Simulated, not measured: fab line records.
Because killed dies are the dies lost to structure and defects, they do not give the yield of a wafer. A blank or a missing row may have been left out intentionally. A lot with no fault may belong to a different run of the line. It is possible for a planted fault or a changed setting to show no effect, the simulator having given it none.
3 desks looking at one fault || flow n5-finfet || what lay behind the numbers comes last; until then each desk has only its own

FROM THE METROLOGY DESK
Lot by lot, what the gauges showed, no matter which tool ran the lot: averages of those sampled wafers that carry a number. Any lot whose mean is over 4 standard deviations away from the usual mean is out of limits and marked OUT; that distance is given in the brackets. Of its 14 readings 7 are shown: those that lie furthest out on some lot.
Columns: A = RS_SD_N at N5_SD_ACTIVATION_RS_MEAS_03, usual 21.91 ohm/sq; B = RS_SD_P at N5_SD_ACTIVATION_RS_MEAS_03, usual 56.4 ohm/sq; C = thk-nm at N5_ILD0_THK_MEAS_04, usual 197.3 nm; D = DIBL_P at N5_BEOL_M4_RC_MEAS_101, usual 37.4 mV/V; E = IOFF_P at N5_BEOL_M4_RC_MEAS_101, usual 0.23 nA/um; F = SS_P at N5_BEOL_M4_RC_MEAS_101, usual 73.5 mV/dec; G = VT_P at N5_BEOL_M4_RC_MEAS_101, usual -250 mV
{"lot": "L777", "first seen here": "day 3 22:23", "A": 21.45, "B": 56.3, "C": 196.5, "D": 37.9, "E": 0.22, "F": 73.3, "G": -253}
{"lot": "L780", "first seen here": "day 4 15:40", "A": 22.37, "B": 55.6, "C": 198.9, "D": 41.4, "E": 0.30, "F": 74.5, "G": -247}
{"lot": "L782", "first seen here": "day 5 03:32", "A": 21.89, "B": 57.3, "C": 197.3, "D": 39.5, "E": 0.27, "F": 74.1, "G": -247}
{"lot": "L787", "first seen here": "day 6 13:41", "A": 22.22, "B": 55.7, "C": 196.5, "D": 36.1, "E": 0.22, "F": 73.3, "G": -248}
{"lot": "L791", "first seen here": "day 7 09:46", "A": 21.65, "B": 57.0, "C": 198.3, "D": 38.8, "E": 0.24, "F": 73.5, "G": -250}
{"lot": "L796", "first seen here": "day 8 14:46", "A": 21.97, "B": 57.4, "C": 198.2, "D": 38.0, "E": 0.19, "F": 73.0, "G": -256}
Result from this desk: across the 6 lots, nothing is out of limits.

THE DEFECT DESK
Per lot, the means of the sampled wafers with a number show what the inspections along the route counted. Any lot whose mean is over 4 standard deviations away from the usual mean is out of limits and marked OUT; that distance is given in the brackets.
Columns: A = raw-defect-count at N5_SD_ACTIVATION_INSPECT_02, usual 167
{"lot": "L777", "first seen here": "day 3 22:40", "A": 169}
{"lot": "L780", "first seen here": "day 4 15:57", "A": 183}
{"lot": "L782", "first seen here": "day 5 03:52", "A": 140}
{"lot": "L787", "first seen here": "day 6 13:59", "A": 155}
{"lot": "L791", "first seen here": "day 7 10:05", "A": 194}
{"lot": "L796", "first seen here": "day 8 15:04", "A": 190}
Result from this desk: across the 6 lots, nothing is out of limits.

FOR THE TOOL OWNER'S DESK: ald-sin-03
The tool's own readings at N5_ILD0_ALD_15 (deposits SiNx, target thk 24 nm, pulse time 1 s, ald cycles 480): means of the sampled wafers that have a number, for each lot that ran on this tool. Any lot whose mean is over 4 standard deviations away from the usual mean is out of limits and marked OUT; that distance is given in the brackets.
Columns: A = chamber-pressure-Torr at N5_ILD0_ALD_15, usual 2.000 Torr; B = heater-power-w at N5_ILD0_ALD_15, usual 821 W; C = precursor-pulse-height-rel at N5_ILD0_ALD_15, usual 1.001
{"lot": "L777", "first seen here": "day 4 02:24", "A": 2.000, "B": 828, "C": 1.011}
{"lot": "L780", "first seen here": "day 4 19:41", "A": 1.998, "B": 793, "C": 1.034}
{"lot": "L782", "first seen here": "day 5 08:01", "A": 2.000, "B": 826, "C": 0.993}
Result from this desk: across the 3 lots, nothing is out of limits.

ALL TOGETHER
Metrology desk: nothing out of limits seen.
Nothing out of limits was seen by the defect desk.
The tool owner's desk saw nothing out of limits.

WHAT HAD BEEN PUT IN BY THE SIMULATOR
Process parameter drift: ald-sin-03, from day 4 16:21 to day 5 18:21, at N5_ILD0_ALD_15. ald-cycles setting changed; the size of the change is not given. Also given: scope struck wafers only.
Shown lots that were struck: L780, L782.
